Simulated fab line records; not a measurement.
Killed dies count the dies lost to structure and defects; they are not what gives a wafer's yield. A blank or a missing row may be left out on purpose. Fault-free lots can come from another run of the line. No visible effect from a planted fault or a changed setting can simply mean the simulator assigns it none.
Matching of chambers / flow n5_finfet / N5_BEOL_M13_ETCH_59 on rie_diel-02 has 4 sister chambers
The step etches BARC in N2/H2, target depth 89 nm, overetch 26.7 nm, time 67.9 s. 14 wafers are shown with their chamber, then 7 later ones without.

WAFERS, EACH WITH ITS CHAMBER
wafer=L076.1; chamber=3; showerhead_plenum_p_Torr (Torr)=2.43; drypump_motor_current_A (A)=5.33; throttle_valve_pct (%)=17.90
wafer=L076.2; chamber=1; showerhead_plenum_p_Torr (Torr)=2.47; drypump_motor_current_A (A)=5.66; throttle_valve_pct (%)=17.85
wafer=L076.4; chamber=1; showerhead_plenum_p_Torr (Torr)=2.47; drypump_motor_current_A (A)=5.66; throttle_valve_pct (%)=17.84
wafer=L078.2; chamber=0; showerhead_plenum_p_Torr (Torr)=2.60; drypump_motor_current_A (A)=5.12; throttle_valve_pct (%)=17.67
wafer=L078.3; chamber=3; showerhead_plenum_p_Torr (Torr)=2.42; drypump_motor_current_A (A)=5.38; throttle_valve_pct (%)=17.92
wafer=L078.6; chamber=3; showerhead_plenum_p_Torr (Torr)=2.42; drypump_motor_current_A (A)=5.35; throttle_valve_pct (%)=17.93
wafer=L079.1; chamber=0; showerhead_plenum_p_Torr (Torr)=2.60; drypump_motor_current_A (A)=5.10; throttle_valve_pct (%)=17.67
wafer=L079.4; chamber=3; showerhead_plenum_p_Torr (Torr)=2.42; drypump_motor_current_A (A)=5.37; throttle_valve_pct (%)=17.93
wafer=L079.6; chamber=3; showerhead_plenum_p_Torr (Torr)=2.42; drypump_motor_current_A (A)=5.34; throttle_valve_pct (%)=17.93
wafer=L081.3; chamber=3; showerhead_plenum_p_Torr (Torr)=2.42; drypump_motor_current_A (A)=5.34; throttle_valve_pct (%)=17.92
wafer=L081.4; chamber=2; showerhead_plenum_p_Torr (Torr)=2.56; drypump_motor_current_A (A)=5.85; throttle_valve_pct (%)=17.41
wafer=L081.5; chamber=0; showerhead_plenum_p_Torr (Torr)=2.60; drypump_motor_current_A (A)=5.12; throttle_valve_pct (%)=17.67
wafer=L084.1; chamber=3; showerhead_plenum_p_Torr (Torr)=2.42; drypump_motor_current_A (A)=5.35; throttle_valve_pct (%)=17.95
wafer=L084.2; chamber=0; showerhead_plenum_p_Torr (Torr)=2.60; drypump_motor_current_A (A)=5.08; throttle_valve_pct (%)=17.69

SIGNATURES (averages over the wafers above)
reading=showerhead_plenum_p_Torr; chamber 0=2.6000; chamber 1=2.4700; chamber 2=2.5600; chamber 3=2.4214; scatter within a chamber=0.00293
reading=drypump_motor_current_A; chamber 0=5.1050; chamber 1=5.6600; chamber 2=5.8500; chamber 3=5.3514; scatter within a chamber=0.0173
reading=throttle_valve_pct; chamber 0=17.6750; chamber 1=17.8450; chamber 2=17.4100; chamber 3=17.9257; scatter within a chamber=0.0131
Rule: distance of a wafer from a chamber = root of the sum over the readings of ((wafer's reading minus chamber's mean) / reading's scatter) squared. If the next closest chamber is less than 2 further off than the closest, the wafer can't be placed; otherwise it belongs to the closest. The scatter is the square root of a quotient: the sum, over the shown wafers, of each reading's squared deviation from its chamber's mean, divided by wafers minus chambers.

WAFERS MISSING THEIR CHAMBER
wafer=L084.6; showerhead_plenum_p_Torr (Torr)=2.46; drypump_motor_current_A (A)=5.65; throttle_valve_pct (%)=17.89
wafer=L085.1; showerhead_plenum_p_Torr (Torr)=2.42; drypump_motor_current_A (A)=5.33; throttle_valve_pct (%)=17.94
wafer=L085.5; showerhead_plenum_p_Torr (Torr)=2.60; drypump_motor_current_A (A)=5.09; throttle_valve_pct (%)=17.71
wafer=L085.6; showerhead_plenum_p_Torr (Torr)=2.46; drypump_motor_current_A (A)=5.67; throttle_valve_pct (%)=17.89
wafer=L092.2; showerhead_plenum_p_Torr (Torr)=2.59; drypump_motor_current_A (A)=5.10; throttle_valve_pct (%)=17.70
wafer=L092.4; showerhead_plenum_p_Torr (Torr)=2.46; drypump_motor_current_A (A)=5.67; throttle_valve_pct (%)=17.92
wafer=L092.6; showerhead_plenum_p_Torr (Torr)=2.56; drypump_motor_current_A (A)=5.83; throttle_valve_pct (%)=17.44

EACH ONE'S CHAMBER
wafer=L084.6; from the rows above=1; in truth=1
wafer=L085.1; from the rows above=3; in truth=3
wafer=L085.5; from the rows above=0; in truth=0
wafer=L085.6; from the rows above=1; in truth=1
wafer=L092.2; from the rows above=0; in truth=0
wafer=L092.4; from the rows above=1; in truth=1
wafer=L092.6; from the rows above=2; in truth=2
7 of 7 placed correctly. Can't be placed from these rows: 0. Placed wrongly: 0.
